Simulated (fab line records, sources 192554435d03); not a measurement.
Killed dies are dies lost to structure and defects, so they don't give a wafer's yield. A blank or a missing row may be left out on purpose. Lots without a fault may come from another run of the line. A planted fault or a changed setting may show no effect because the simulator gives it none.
Split-lot experiment | flow n5_finfet | 7 lots, 21 wafers read, on a route of 1938 steps

THE SPLIT
At N5_BEOL_M11_HM_DEP_02 (deposits TiN, target thk 20 nm), the setting target_thk_a was moved away from the recipe's 200 angstrom on 9 of the 21 wafers read, by -6.5% to +12.2%. The other wafers ran this setting at the recipe's value.

FROM THE SPLIT TO THE READING: what the file shows between them, 5 steps
- N5_BEOL_M11_COAT_59: time 60 s, resist thk 100 nm
- N5_BEOL_M11_COAT_60: time 60 s, resist thk 30 nm
- N5_BEOL_M11_STRIP_68: strips in N2/H2
- N5_BEOL_M11_STRIP_67: strips in CF4
- N5_BEOL_M11_HM_OPEN_17: chemistry Cl2/BCl3, target TiN, target depth 20 nm, overetch 6 nm

THE READING
TiN_of_BEOL_M11_HM_DEP_02.thk_nm (the simulator's own value, which no gauge read), in nm, at N5_BEOL_M11_TRENCH_ETCH_37 (etches SiCOH lowk in C4F6/O2, target depth 148.83 nm, time 48 s). The file gives no usual value for it. The 12 wafers here that ran the recipe average 15.9 nm, standard deviation 0.4 nm.

wafer  | tool, chamber at the split | target_thk_a as run, angstrom | against the recipe | TiN_of_BEOL_M11_HM_DEP_02.thk_nm, nm | against lot-mates on the recipe
L075.2 | pvd_sputter-03, -          | 212.8                         | +6.4%              | 16                                   | +0.3
L075.3 | pvd_sputter-03, -          | 200                           | recipe             | 15.4                                 | -
L075.5 | pvd_sputter-03, -          | 200                           | recipe             | 16                                   | -
L085.1 | pvd_sputter-02, -          | 187                           | -6.5%              | 14.6                                 | -0.9
L085.4 | pvd_sputter-02, -          | 200                           | recipe             | 15.4                                 | -
L085.6 | pvd_sputter-02, -          | 200                           | recipe             | 15.6                                 | -
L084.3 | pvd_sputter-03, -          | 200                           | recipe             | 16.6                                 | -
L084.5 | pvd_sputter-03, -          | 200                           | recipe             | 16.6                                 | -
L084.6 | pvd_sputter-03, -          | 224.3                         | +12.2%             | 19.4                                 | +2.8
L090.3 | pvd_sputter-02, -          | 200                           | recipe             | 15.6                                 | -
L090.4 | pvd_sputter-02, -          | 200                           | recipe             | 15.6                                 | -
L090.5 | pvd_sputter-02, -          | 200                           | recipe             | 15.8                                 | -
L096.2 | pvd_sputter-03, -          | 200                           | recipe             | 15.6                                 | -
L096.3 | pvd_sputter-03, -          | 223.2                         | +11.6%             | 17.8                                 | +2.2
L096.5 | pvd_sputter-03, -          | 223.2                         | +11.6%             | 18.2                                 | +2.6
L093.3 | pvd_sputter-03, -          | 219.1                         | +9.5%              | 18.4                                 | +2.2
L093.4 | pvd_sputter-03, -          | 219.1                         | +9.5%              | 17.8                                 | +1.6
L093.5 | pvd_sputter-03, -          | 200                           | recipe             | 16.2                                 | -
L092.1 | pvd_sputter-03, -          | 213.1                         | +6.5%              | 17.2                                 | +1.2
L092.3 | pvd_sputter-03, -          | 213.1                         | +6.5%              | 17.2                                 | +1.2
L092.4 | pvd_sputter-03, -          | 200                           | recipe             | 16                                   | -

THE FIT
A straight line over all 21 wafers: TiN_of_BEOL_M11_HM_DEP_02.thk_nm changes by +0.213 nm for each +1% of target_thk_a; r = +0.91; the points scatter about the line by 0.51 nm.
The same after taking each lot's own level away (the mean of its wafers on the recipe; 21 wafers): +0.194 nm for each +1%; r = +0.96; scatter 0.3 nm.
On that fit, the largest move of target_thk_a shifts the reading by 2.4 nm.
The lots' own levels span 15.50 to 16.60 nm, that is 2.7 times the standard deviation above.
So the lot-to-lot level changes the slope little: the two slopes agree.
Check: with one of the wafers moved furthest among these (+12.2%) left out of the fit, the line predicts +2.26 nm for it against its lot-mates. It came out at +2.8 nm against them.

THE WHOLE CHAIN: every reading that the file lists as answering this split, in the file's order
step                       | what it does                                                      | reading                                                                           | change (the file's fit)               | r (the file's)
N5_BEOL_M11_HM_DEP_02      | deposits TiN, target thk 20 nm                                    | TiN_of_BEOL_M11_HM_DEP_02.thk_nm (the simulator's own value, which no gauge read) | +0.2 nm for each +1% of the setting   | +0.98
N5_BEOL_M11_HM_OPEN_17     | chemistry Cl2/BCl3, target TiN, target depth 20 nm, overetch 6 nm | etch.depth_nm (the simulator's own value, which no gauge read)                    | +0.201 nm for each +1% of the setting | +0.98
N5_BEOL_M11_TRENCH_ETCH_37 | etches SiCOH lowk in C4F6/O2, target depth 148.83 nm, time 48 s   | TiN_of_BEOL_M11_HM_DEP_02.thk_nm (the simulator's own value, which no gauge read) | +0.191 nm for each +1% of the setting | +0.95

THE FILE'S OWN FIT
TiN_of_BEOL_M11_HM_DEP_02.thk_nm changes by +0.191 nm for each +1% of target_thk_a, r = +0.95.
